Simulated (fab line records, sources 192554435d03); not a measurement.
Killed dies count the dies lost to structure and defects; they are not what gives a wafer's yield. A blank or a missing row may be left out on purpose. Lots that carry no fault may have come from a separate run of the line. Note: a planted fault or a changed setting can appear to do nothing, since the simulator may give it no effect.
Split-lot experiment + flow n5-finfet + route with 1938 steps; 7 lots, 21 wafers read

== SPLIT DETAILS ==
At N5_HKMG_FIN_COAT_29 (time 60 s, resist thk 300 nm), the setting spin-rpm was moved away from the recipe's 1500 rpm on 6 of the 21 wafers read, by -6.5% to +6.5%. For the rest of the wafers, this setting stayed at what the recipe calls for.

The reading is taken at the split's own step.

== THE READING ==
SOC_of_HKMG_FIN_COAT_29.thk-nm (the simulator's own value, which no gauge read), in nm, at N5_HKMG_FIN_COAT_29 (time 60 s, resist thk 300 nm). There is no usual value for it anywhere in the file. Across the 15 wafers here that went through the recipe, the average is 300.4 nm and the standard deviation 0.59 nm.

| wafer  | tool, chamber at the split | spin-rpm as run, rpm | against the recipe | SOC_of_HKMG_FIN_COAT_29.thk-nm, nm | against lot-mates on the recipe |
|--------|----------------------------|----------------------|--------------------|------------------------------------|---------------------------------|
| L075.2 | litho-track-03, 0          | 1500                 | recipe             | 300.6                              | -                               |
| L075.5 | litho-track-03, 0          | 1500                 | recipe             | 300.6                              | -                               |
| L075.6 | litho-track-03, 0          | 1500                 | recipe             | 301                                | -                               |
| L076.4 | litho-track-01, 0          | 1500                 | recipe             | 301.4                              | -                               |
| L076.5 | litho-track-01, 0          | 1500                 | recipe             | 301.2                              | -                               |
| L076.6 | litho-track-01, 0          | 1500                 | recipe             | 300.6                              | -                               |
| L081.2 | litho-track-01, 0          | 1500                 | recipe             | 300.6                              | -                               |
| L081.3 | litho-track-01, 0          | 1500                 | recipe             | 299                                | -                               |
| L081.4 | litho-track-01, 0          | 1410                 | -6.0%              | 309                                | +9.2                            |
| L082.1 | litho-track-03, 0          | 1500                 | recipe             | 300.6                              | -                               |
| L082.5 | litho-track-03, 0          | 1500                 | recipe             | 300.6                              | -                               |
| L082.3 | litho-track-03, 0          | 1500                 | recipe             | 300                                | -                               |
| L083.4 | litho-track-01, 0          | 1500                 | recipe             | 299.8                              | -                               |
| L083.5 | litho-track-01, 0          | 1402                 | -6.5%              | 310.4                              | +10.6                           |
| L083.6 | litho-track-01, 0          | 1402                 | -6.5%              | 310.4                              | +10.6                           |
| L096.2 | litho-track-03, 0          | 1500                 | recipe             | 300                                | -                               |
| L096.3 | litho-track-03, 0          | 1435                 | -4.3%              | 307                                | +7.0                            |
| L096.4 | litho-track-03, 0          | 1435                 | -4.3%              | 308.4                              | +8.4                            |
| L097.2 | litho-track-02, 0          | 1500                 | recipe             | 300                                | -                               |
| L097.5 | litho-track-02, 0          | 1500                 | recipe             | 300                                | -                               |
| L097.3 | litho-track-02, 0          | 1597                 | +6.5%              | 290.8                              | -9.2                            |

THE FIT
A straight line over all 21 wafers: SOC_of_HKMG_FIN_COAT_29.thk-nm changes by -1.53 nm for each +1% of spin-rpm; r = -0.99; the points scatter about the line by 0.63 nm.
The same after taking each lot's own level away (the mean of its wafers on the recipe; 21 wafers): -1.58 nm for each +1%; r = -0.99; scatter 0.53 nm.
That fit puts the effect of the largest move of spin-rpm on the reading at 10 nm.
The span of the lots' own levels, 299.80 to 301.07 nm, comes to 2.2 times the standard deviation stated above.
So the lot-to-lot level changes the slope little: the two slopes agree.
Check: +10.4 nm against its lot-mates is what the line predicts for one of the wafers moved furthest among these (-6.5%) when that wafer is left out of the fit. It came out at +10.6 nm against them.

== FURTHER SPLITS ON THESE WAFERS ==
Note: prior to the reading, these wafers also went through further splits. Each is held against what the fit with the lots' levels taken away leaves over:
| other split on the same wafers | wafers away from the commonest value | r with SOC_of_HKMG_FIN_COAT_29.thk-nm (lot level and that fit taken away) |
|--------------------------------|--------------------------------------|---------------------------------------------------------------------------|
| N5_SD_EPI_N_EXPOSE_06 dose-mj  | 6                                    | -0.22                                                                     |
| N5_SD_EPI_P_EPI_21 time-s      | 6                                    | -0.15                                                                     |
| N5_SD_ACTIVATION_LSA_01 temp-c | 4                                    | -0.19                                                                     |

== FILE'S OWN FIT ==
SOC_of_HKMG_FIN_COAT_29.thk-nm changes by -1.56 nm for each +1% of spin-rpm, r = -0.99.
